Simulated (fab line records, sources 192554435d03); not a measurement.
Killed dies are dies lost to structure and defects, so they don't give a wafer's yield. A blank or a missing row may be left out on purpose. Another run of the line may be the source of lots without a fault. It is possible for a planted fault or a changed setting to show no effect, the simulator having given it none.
Matching of chambers ; flow n5-finfet ; uv-cure-02 running N5_BEOL_M10_CURE_71: 3 sister chambers
The step cures SiCOH lowk, time 240 s. 6 wafers are shown with their chamber, then 7 later ones without.

## WAFERS WITH THEIR CHAMBER
wafer;chamber;lamp-power-pct (%);wafer_temp_C_max
L074.5;1;52.29;386.5
L074.6;1;52.31;388.6
L079.4;2;52.36;388.2
L079.6;2;52.42;387.5
L084.1;0;52.33;387.2
L084.2;0;52.25;386.6

## WAFERS WHOSE CHAMBER IS MISSING
wafer;lamp-power-pct (%);wafer_temp_C_max
L084.5;52.21;387.1
L085.3;52.30;387.9
L085.4;52.30;388.0
L085.5;52.35;387.3
L090.2;52.35;387.1
L090.3;52.26;387.5
L090.6;52.30;387.0

## WHICH CHAMBER EACH ONE RAN IN
wafer;from the rows above;in truth
L084.5;can't be placed: 0 or 1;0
L085.3;can't be placed: 1 or 0 or 2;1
L085.4;can't be placed: 1 or 0 or 2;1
L085.5;can't be placed: 2 or 1 or 0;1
L090.2;can't be placed: 2 or 1 or 0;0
L090.3;can't be placed: 1 or 0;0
L090.6;can't be placed: 0 or 1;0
0 of 7 placed correctly. Cannot be placed on the basis of these rows: 7; the candidates contain the true chamber in 7. 0 placed wrongly.
How it was worked out, from the rows above alone: a wafer's distance from a chamber is the root of the sum, over the readings, of the square of ((its reading less the chamber's mean) divided by the reading's scatter). If the next closest chamber is less than 2 further off than the closest, the wafer can't be placed; otherwise it belongs to the closest. For every chamber, the mean is computed from those of its wafers that are shown. The scatter is the square root of a quotient: the sum, over the shown wafers, of each reading's squared deviation from its chamber's mean, divided by wafers minus chambers.
